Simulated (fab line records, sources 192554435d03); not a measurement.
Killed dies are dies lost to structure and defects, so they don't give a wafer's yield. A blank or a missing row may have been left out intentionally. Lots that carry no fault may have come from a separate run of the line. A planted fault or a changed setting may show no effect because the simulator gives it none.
The tool behind it: which one? || flow n5 finfet || 9 lots, 27 wafers sampled, at 5 steps of a route of 1938

== WHAT THE GAUGES SHOWED, per wafer ==
N5_BEOL_M4_RC_MEAS_101. Usual: DIBL_N 37.5 mV/V, standard deviation 2.5; DIBL_P 38 mV/V, standard deviation 3.1; IOFF_N 0.19 nA/um, standard deviation 0.059; IOFF_P 0.24 nA/um, standard deviation 0.061; ION_N 679 uA/um, standard deviation 16; ION_P 465 uA/um, standard deviation 9.8; SS_N 72.0 mV/dec, standard deviation 0.8; SS_P 73.7 mV/dec, standard deviation 0.86; VT_N 248 mV, standard deviation 4.5; VT_P -249 mV, standard deviation 3.5.
{"lot": "L734", "measured": "day 8 20:26", "on": "prober-01", "DIBL_N (mV/V)": "35.7 33.3 37.1", "DIBL_P (mV/V)": "36 34 38", "IOFF_N (nA/um)": "0.15 0.11 0.18", "IOFF_P (nA/um)": "0.19 0.17 0.24", "ION_N (uA/um)": "673 651 669", "ION_P (uA/um)": "458 455 461", "SS_N (mV/dec)": "71.9 70.6 71.6", "SS_P (mV/dec)": "72.4 71.8 73.8", "VT_N (mV)": "253 255 248", "VT_P (mV)": "-250 -253 -249", "flag": ""}
{"lot": "L735", "measured": "day 8 20:35", "on": "prober-02", "DIBL_N (mV/V)": "37.5 41.0 37.7", "DIBL_P (mV/V)": "38 43 38", "IOFF_N (nA/um)": "0.19 0.31 0.18", "IOFF_P (nA/um)": "0.24 0.37 0.25", "ION_N (uA/um)": "679 711 683", "ION_P (uA/um)": "463 480 469", "SS_N (mV/dec)": "71.3 72.8 72.1", "SS_P (mV/dec)": "73.4 75.0 73.4", "VT_N (mV)": "249 238 248", "VT_P (mV)": "-248 -242 -247", "flag": ""}
{"lot": "L736", "measured": "day 8 23:56", "on": "prober-02", "DIBL_N (mV/V)": "31.0 33.5 33.7", "DIBL_P (mV/V)": "28 33 35", "IOFF_N (nA/um)": "0.08 0.12 0.13", "IOFF_P (nA/um)": "0.12 0.18 0.19", "ION_N (uA/um)": "644 679 672", "ION_P (uA/um)": "452 467 462", "SS_N (mV/dec)": "70.6 69.8 70.2", "SS_P (mV/dec)": "70.8 72.5 73.0", "VT_N (mV)": "259 253 250", "VT_P (mV)": "-255 -251 -250", "flag": ""}
{"lot": "L737", "measured": "day 9 23:35", "on": "prober-01", "DIBL_N (mV/V)": "33.7 37.1 41.1", "DIBL_P (mV/V)": "34 39 44", "IOFF_N (nA/um)": "0.12 0.18 0.31", "IOFF_P (nA/um)": "0.17 0.23 0.34", "ION_N (uA/um)": "662 677 705", "ION_P (uA/um)": "453 464 477", "SS_N (mV/dec)": "71.2 71.8 73.1", "SS_P (mV/dec)": "72.9 73.8 75.8", "VT_N (mV)": "255 249 244", "VT_P (mV)": "-252 -246 -245", "flag": ""}
{"lot": "L738", "measured": "day 10 05:40", "on": "prober-02", "DIBL_N (mV/V)": "35.9 37.2 33.6", "DIBL_P (mV/V)": "37 37 34", "IOFF_N (nA/um)": "0.16 0.19 0.11", "IOFF_P (nA/um)": "0.20 0.20 0.17", "ION_N (uA/um)": "667 680 659", "ION_P (uA/um)": "459 461 451", "SS_N (mV/dec)": "72.3 72.0 70.9", "SS_P (mV/dec)": "73.8 73.0 73.0", "VT_N (mV)": "251 249 255", "VT_P (mV)": "-252 -251 -254", "flag": ""}
{"lot": "L740", "measured": "day 10 09:25", "on": "prober-01", "DIBL_N (mV/V)": "41.4 37.6 38.9", "DIBL_P (mV/V)": "40 35 38", "IOFF_N (nA/um)": "0.27 0.15 0.19", "IOFF_P (nA/um)": "0.33 0.21 0.28", "ION_N (uA/um)": "702 671 679", "ION_P (uA/um)": "477 458 468", "SS_N (mV/dec)": "72.5 71.6 72.4", "SS_P (mV/dec)": "74.7 73.5 73.4", "VT_N (mV)": "244 255 246", "VT_P (mV)": "-244 -247 -244", "flag": ""}
{"lot": "L741", "measured": "day 11 11:34", "on": "prober-01", "DIBL_N (mV/V)": "39.7 33.7 36.6", "DIBL_P (mV/V)": "42 34 38", "IOFF_N (nA/um)": "0.30 0.13 0.21", "IOFF_P (nA/um)": "0.37 0.19 0.29", "ION_N (uA/um)": "716 670 701", "ION_P (uA/um)": "484 461 486", "SS_N (mV/dec)": "72.8 72.0 71.9", "SS_P (mV/dec)": "74.3 72.9 74.4", "VT_N (mV)": "239 252 241", "VT_P (mV)": "-239 -251 -244", "flag": ""}
{"lot": "L742", "measured": "day 11 12:04", "on": "prober-02", "DIBL_N (mV/V)": "39.0 36.6 42.2", "DIBL_P (mV/V)": "40 38 45", "IOFF_N (nA/um)": "0.23 0.17 0.37", "IOFF_P (nA/um)": "0.28 0.24 0.43", "ION_N (uA/um)": "694 672 714", "ION_P (uA/um)": "469 463 484", "SS_N (mV/dec)": "71.8 71.9 72.8", "SS_P (mV/dec)": "73.5 73.4 74.8", "VT_N (mV)": "244 249 238", "VT_P (mV)": "-247 -248 -242", "flag": ""}
{"lot": "L753", "measured": "day 14 00:07", "on": "prober-02", "DIBL_N (mV/V)": "37.5 34.7 37.5", "DIBL_P (mV/V)": "39 35 40", "IOFF_N (nA/um)": "0.18 0.13 0.19", "IOFF_P (nA/um)": "0.22 0.17 0.26", "ION_N (uA/um)": "679 673 677", "ION_P (uA/um)": "466 459 463", "SS_N (mV/dec)": "72.5 71.5 72.1", "SS_P (mV/dec)": "73.7 73.4 74.5", "VT_N (mV)": "251 254 248", "VT_P (mV)": "-252 -252 -249", "flag": ""}

== TOOL THAT RAN EACH LOT (tool first, then ch and the chambers of the sampled wafers, then the start) ==
{"lot": "L734", "N5_BEOL_M0_SAQP_STRIP_75": "rie diel-06 ch 1,2,3, day 6 13:06", "N5_BEOL_M0_STRIP_140": "rie diel-01 ch 0,1,3, day 6 16:16", "N5_BEOL_M0_TRENCH_ETCH_107": "rie diel-05 ch 0,2,3, day 6 16:42", "N5_BEOL_M0_DEGAS_112": "pvd sputter-01, day 6 17:54"}
{"lot": "L735", "N5_BEOL_M0_SAQP_STRIP_75": "rie diel-02 ch 0,1,2, day 6 16:56", "N5_BEOL_M0_STRIP_140": "rie diel-03 ch 0,2,3, day 6 18:14", "N5_BEOL_M0_TRENCH_ETCH_107": "rie diel-03 ch 1,3, day 6 18:25", "N5_BEOL_M0_DEGAS_112": "pvd sputter-02, day 6 19:17"}
{"lot": "L736", "N5_BEOL_M0_SAQP_STRIP_75": "rie diel-06 ch 1,3, day 6 23:38", "N5_BEOL_M0_STRIP_140": "rie diel-03 ch 0,2, day 7 00:46", "N5_BEOL_M0_TRENCH_ETCH_107": "rie diel-05 ch 0,3, day 7 00:56", "N5_BEOL_M0_DEGAS_112": "pvd sputter-03, day 7 01:31"}
{"lot": "L737", "N5_BEOL_M0_SAQP_STRIP_75": "rie diel-04 ch 0,1,2, day 7 07:28", "N5_BEOL_M0_STRIP_140": "rie diel-03 ch 1,2,3, day 7 09:21", "N5_BEOL_M0_TRENCH_ETCH_107": "rie diel-01 ch 1,2,3, day 7 10:17", "N5_BEOL_M0_DEGAS_112": "pvd sputter-03, day 7 10:59"}
{"lot": "L738", "N5_BEOL_M0_SAQP_STRIP_75": "rie diel-02 ch 1,3, day 7 10:20", "N5_BEOL_M0_STRIP_140": "rie diel-05 ch 1,2, day 7 12:44", "N5_BEOL_M0_TRENCH_ETCH_107": "rie diel-01 ch 1,2,3, day 7 12:58", "N5_BEOL_M0_DEGAS_112": "pvd sputter-03, day 7 13:23"}
{"lot": "L740", "N5_BEOL_M0_SAQP_STRIP_75": "rie diel-04 ch 1,2,3, day 8 01:41", "N5_BEOL_M0_STRIP_140": "rie diel-01 ch 0,1,3, day 8 03:04", "N5_BEOL_M0_TRENCH_ETCH_107": "rie diel-01 ch 0,1,3, day 8 03:15", "N5_BEOL_M0_DEGAS_112": "pvd sputter-01, day 8 03:58"}
{"lot": "L741", "N5_BEOL_M0_SAQP_STRIP_75": "rie diel-04 ch 0,1,3, day 8 16:02", "N5_BEOL_M0_STRIP_140": "rie diel-05 ch 0,2, day 8 17:32", "N5_BEOL_M0_TRENCH_ETCH_107": "rie diel-03 ch 1,3, day 8 17:44", "N5_BEOL_M0_DEGAS_112": "pvd sputter-03, day 8 19:51"}
{"lot": "L742", "N5_BEOL_M0_SAQP_STRIP_75": "rie diel-06 ch 0,1,2, day 8 19:11", "N5_BEOL_M0_STRIP_140": "rie diel-05 ch 0,1,2, day 9 01:26", "N5_BEOL_M0_TRENCH_ETCH_107": "rie diel-03 ch 0,1,3, day 9 01:38", "N5_BEOL_M0_DEGAS_112": "pvd sputter-03, day 9 02:19"}
{"lot": "L753", "N5_BEOL_M0_SAQP_STRIP_75": "rie diel-06 ch 0,1,3, day 11 05:23", "N5_BEOL_M0_STRIP_140": "rie diel-03 ch 0,1,2, day 11 06:32", "N5_BEOL_M0_TRENCH_ETCH_107": "rie diel-01 ch 0,1,3, day 11 06:43", "N5_BEOL_M0_DEGAS_112": "pvd sputter-01, day 11 07:29"}
- N5_BEOL_M0_SAQP_STRIP_75: strips in CF4.
- N5_BEOL_M0_STRIP_140: strips in CF4.
- N5_BEOL_M0_TRENCH_ETCH_107: etches SiOC in C4F6/O2, target depth 32.8 nm, time 16.4 s.
- N5_BEOL_M0_DEGAS_112: time 60 s.

== WHAT THE TOOLS THEMSELVES READ (means of the sampled wafers that have a number; where no wafer has one, the mark that the record gives instead) ==
N5_BEOL_M0_SAQP_STRIP_75. Usual: drypump motor current A 5.5 A, standard deviation 0.36; oes product au 0.180 a.u., standard deviation 0.018; rf vpp V 271.5 V, standard deviation 1.5; showerhead plenum p Torr 1.81 Torr, standard deviation 0.056; throttle valve pct 13.63 %, standard deviation 0.24.
{"lot": "L734", "tool": "rie diel-06", "drypump motor current A (A)": 5.6, "oes product au (a.u.)": 0.198, "rf vpp V (V)": 271.9, "showerhead plenum p Torr (Torr)": 1.82, "throttle valve pct (%)": 13.51, "flag": ""}
{"lot": "L735", "tool": "rie diel-02", "drypump motor current A (A)": 5.5, "oes product au (a.u.)": 0.185, "rf vpp V (V)": 270.4, "showerhead plenum p Torr (Torr)": 1.78, "throttle valve pct (%)": 13.61, "flag": ""}
{"lot": "L736", "tool": "rie diel-06", "drypump motor current A (A)": 5.3, "oes product au (a.u.)": 0.196, "rf vpp V (V)": 273.2, "showerhead plenum p Torr (Torr)": 1.85, "throttle valve pct (%)": 13.38, "flag": ""}
{"lot": "L737", "tool": "rie diel-04", "drypump motor current A (A)": 5.5, "oes product au (a.u.)": 0.176, "rf vpp V (V)": 270.1, "showerhead plenum p Torr (Torr)": 1.76, "throttle valve pct (%)": 13.62, "flag": ""}
{"lot": "L738", "tool": "rie diel-02", "drypump motor current A (A)": 5.8, "oes product au (a.u.)": 0.195, "rf vpp V (V)": 272.6, "showerhead plenum p Torr (Torr)": 1.87, "throttle valve pct (%)": 13.75, "flag": ""}
{"lot": "L740", "tool": "rie diel-04", "drypump motor current A (A)": 5.4, "oes product au (a.u.)": 0.167, "rf vpp V (V)": 271.2, "showerhead plenum p Torr (Torr)": 1.79, "throttle valve pct (%)": 13.75, "flag": ""}
{"lot": "L741", "tool": "rie diel-04", "drypump motor current A (A)": 5.4, "oes product au (a.u.)": 0.176, "rf vpp V (V)": 271.1, "showerhead plenum p Torr (Torr)": 1.80, "throttle valve pct (%)": 13.69, "flag": ""}
{"lot": "L742", "tool": "rie diel-06", "drypump motor current A (A)": 5.7, "oes product au (a.u.)": 0.182, "rf vpp V (V)": 271.3, "showerhead plenum p Torr (Torr)": 1.81, "throttle valve pct (%)": 13.66, "flag": ""}
{"lot": "L753", "tool": "rie diel-06", "drypump motor current A (A)": 5.4, "oes product au (a.u.)": 0.185, "rf vpp V (V)": 272.7, "showerhead plenum p Torr (Torr)": 1.83, "throttle valve pct (%)": 13.56, "flag": ""}

N5_BEOL_M0_STRIP_140. Usual: drypump motor current A 5.5 A, standard deviation 0.43; oes product au 0.79 a.u., standard deviation 0.091; rf vpp V 271.5 V, standard deviation 1.9; showerhead plenum p Torr 1.81 Torr, standard deviation 0.065; throttle valve pct 13.6 %, standard deviation 0.31.
{"lot": "L734", "tool": "rie diel-01", "drypump motor current A (A)": 5.5, "oes product au (a.u.)": 0.72, "rf vpp V (V)": 272.7, "showerhead plenum p Torr (Torr)": 1.83, "throttle valve pct (%)": 13.7, "flag": ""}
{"lot": "L735", "tool": "rie diel-03", "drypump motor current A (A)": 5.6, "oes product au (a.u.)": 0.81, "rf vpp V (V)": 271.8, "showerhead plenum p Torr (Torr)": 1.83, "throttle valve pct (%)": 13.5, "flag": ""}
{"lot": "L736", "tool": "rie diel-03", "drypump motor current A (A)": 5.7, "oes product au (a.u.)": 0.78, "rf vpp V (V)": 271.9, "showerhead plenum p Torr (Torr)": 1.77, "throttle valve pct (%)": 13.7, "flag": ""}
{"lot": "L737", "tool": "rie diel-03", "drypump motor current A (A)": 5.5, "oes product au (a.u.)": 0.79, "rf vpp V (V)": 271.5, "showerhead plenum p Torr (Torr)": 1.82, "throttle valve pct (%)": 13.5, "flag": ""}
{"lot": "L738", "tool": "rie diel-05", "drypump motor current A (A)": 5.6, "oes product au (a.u.)": 0.76, "rf vpp V (V)": 269.6, "showerhead plenum p Torr (Torr)": 1.76, "throttle valve pct (%)": 13.8, "flag": ""}
{"lot": "L740", "tool": "rie diel-01", "drypump motor current A (A)": 5.5, "oes product au (a.u.)": 0.80, "rf vpp V (V)": 272.7, "showerhead plenum p Torr (Torr)": 1.83, "throttle valve pct (%)": 13.6, "flag": ""}
{"lot": "L741", "tool": "rie diel-05", "drypump motor current A (A)": 5.1, "oes product au (a.u.)": 0.79, "rf vpp V (V)": 272.2, "showerhead plenum p Torr (Torr)": 1.80, "throttle valve pct (%)": 13.5, "flag": ""}
{"lot": "L742", "tool": "rie diel-05", "drypump motor current A (A)": 5.3, "oes product au (a.u.)": 0.76, "rf vpp V (V)": 271.6, "showerhead plenum p Torr (Torr)": 1.78, "throttle valve pct (%)": 13.6, "flag": ""}
{"lot": "L753", "tool": "rie diel-03", "drypump motor current A (A)": 5.5, "oes product au (a.u.)": 0.80, "rf vpp V (V)": 271.5, "showerhead plenum p Torr (Torr)": 1.83, "throttle valve pct (%)": 13.6, "flag": ""}

N5_BEOL_M0_TRENCH_ETCH_107. Usual: for drypump motor current A, 5.6 A with a standard deviation of 0.43; for oes_o_777_au, 0.82 a.u. with a standard deviation of 0.096; for oes product au, 0.81 a.u. with a standard deviation of 0.097; for rf fwd power W, 348.9 W with a standard deviation of 1.8; for rf vpp V, 667 V with a standard deviation of 21; for showerhead plenum p Torr, 2.88 Torr with a standard deviation of 0.11; for throttle valve pct, 20.87 % with a standard deviation of 0.24.
{"lot": "L734", "tool": "rie diel-05", "drypump motor current A (A)": 5.6, "oes_o_777_au (a.u.)": 0.87, "oes product au (a.u.)": 0.85, "rf fwd power W (W)": 351.9, "rf vpp V (V)": 659, "showerhead plenum p Torr (Torr)": 2.85, "throttle valve pct (%)": 20.68, "flag": ""}
{"lot": "L735", "tool": "rie diel-03", "drypump motor current A (A)": 5.3, "oes_o_777_au (a.u.)": 0.76, "oes product au (a.u.)": 0.76, "rf fwd power W (W)": 347.3, "rf vpp V (V)": 685, "showerhead plenum p Torr (Torr)": 2.90, "throttle valve pct (%)": 20.90, "flag": ""}
{"lot": "L736", "tool": "rie diel-05", "drypump motor current A (A)": 5.8, "oes_o_777_au (a.u.)": 0.94, "oes product au (a.u.)": 0.93, "rf fwd power W (W)": 350.2, "rf vpp V (V)": 674, "showerhead plenum p Torr (Torr)": 2.87, "throttle valve pct (%)": 20.56, "flag": ""}
{"lot": "L737", "tool": "rie diel-01", "drypump motor current A (A)": 5.5, "oes_o_777_au (a.u.)": 0.75, "oes product au (a.u.)": 0.73, "rf fwd power W (W)": 347.9, "rf vpp V (V)": 652, "showerhead plenum p Torr (Torr)": 2.84, "throttle valve pct (%)": 21.08, "flag": ""}
{"lot": "L738", "tool": "rie diel-01", "drypump motor current A (A)": 5.5, "oes_o_777_au (a.u.)": 0.74, "oes product au (a.u.)": 0.72, "rf fwd power W (W)": 348.1, "rf vpp V (V)": 652, "showerhead plenum p Torr (Torr)": 2.84, "throttle valve pct (%)": 21.09, "flag": ""}
{"lot": "L740", "tool": "rie diel-01", "drypump motor current A (A)": 5.5, "oes_o_777_au (a.u.)": 0.81, "oes product au (a.u.)": 0.81, "rf fwd power W (W)": 348.0, "rf vpp V (V)": 656, "showerhead plenum p Torr (Torr)": 2.91, "throttle valve pct (%)": 20.94, "flag": ""}
{"lot": "L741", "tool": "rie diel-03", "drypump motor current A (A)": 5.3, "oes_o_777_au (a.u.)": 0.84, "oes product au (a.u.)": 0.86, "rf fwd power W (W)": 347.8, "rf vpp V (V)": 688, "showerhead plenum p Torr (Torr)": 3.01, "throttle valve pct (%)": 20.83, "flag": ""}
{"lot": "L742", "tool": "rie diel-03", "drypump motor current A (A)": 5.3, "oes_o_777_au (a.u.)": 0.80, "oes product au (a.u.)": 0.83, "rf fwd power W (W)": 348.1, "rf vpp V (V)": 677, "showerhead plenum p Torr (Torr)": 2.92, "throttle valve pct (%)": 21.02, "flag": ""}
{"lot": "L753", "tool": "rie diel-01", "drypump motor current A (A)": 5.5, "oes_o_777_au (a.u.)": 0.84, "oes product au (a.u.)": 0.78, "rf fwd power W (W)": 376.6, "rf vpp V (V)": 634, "showerhead plenum p Torr (Torr)": 2.90, "throttle valve pct (%)": 20.99, "flag": "OFF"}

N5_BEOL_M0_DEGAS_112. Usual: heater power w reads 323 W (standard deviation 34).
{"lot": "L734", "tool": "pvd sputter-01", "heater power w (W)": 345, "flag": ""}
{"lot": "L735", "tool": "pvd sputter-02", "heater power w (W)": 303, "flag": ""}
{"lot": "L736", "tool": "pvd sputter-03", "heater power w (W)": 301, "flag": ""}
{"lot": "L737", "tool": "pvd sputter-03", "heater power w (W)": 284, "flag": ""}
{"lot": "L738", "tool": "pvd sputter-03", "heater power w (W)": 285, "flag": ""}
{"lot": "L740", "tool": "pvd sputter-01", "heater power w (W)": 324, "flag": ""}
{"lot": "L741", "tool": "pvd sputter-03", "heater power w (W)": 313, "flag": ""}
{"lot": "L742", "tool": "pvd sputter-03", "heater power w (W)": 285, "flag": ""}
{"lot": "L753", "tool": "pvd sputter-01", "heater power w (W)": 324, "flag": ""}

== THE ANSWER, worked out from the rows above alone ==
Rule: a lot is off if the mean of its wafers that have a number lies more than 3 standard deviations from the usual mean. Also off: a lot with no number at a reading for which 4 or more lots have one. All remaining lots with rows at the step are treated as sound. After the gauges, taken in route order, come the tools' own readings; for these a lot's mean is taken, as printed above. At the first step where some lot is off, the reading lying furthest off is the one used; lots without a number count as furthest.
Off, at N5_BEOL_M0_TRENCH_ETCH_107 on rf fwd power W: L753.
A tool fits if, at that step or a process step before it, it ran every lot that is off, and no sound lot after the first of them. Can't be told from this: 3 tools fit, rie diel-06 at N5_BEOL_M0_SAQP_STRIP_75, rie diel-03 at N5_BEOL_M0_STRIP_140, rie diel-01 at N5_BEOL_M0_TRENCH_ETCH_107.

== WHAT HAD BEEN PUT IN BY THE SIMULATOR ==
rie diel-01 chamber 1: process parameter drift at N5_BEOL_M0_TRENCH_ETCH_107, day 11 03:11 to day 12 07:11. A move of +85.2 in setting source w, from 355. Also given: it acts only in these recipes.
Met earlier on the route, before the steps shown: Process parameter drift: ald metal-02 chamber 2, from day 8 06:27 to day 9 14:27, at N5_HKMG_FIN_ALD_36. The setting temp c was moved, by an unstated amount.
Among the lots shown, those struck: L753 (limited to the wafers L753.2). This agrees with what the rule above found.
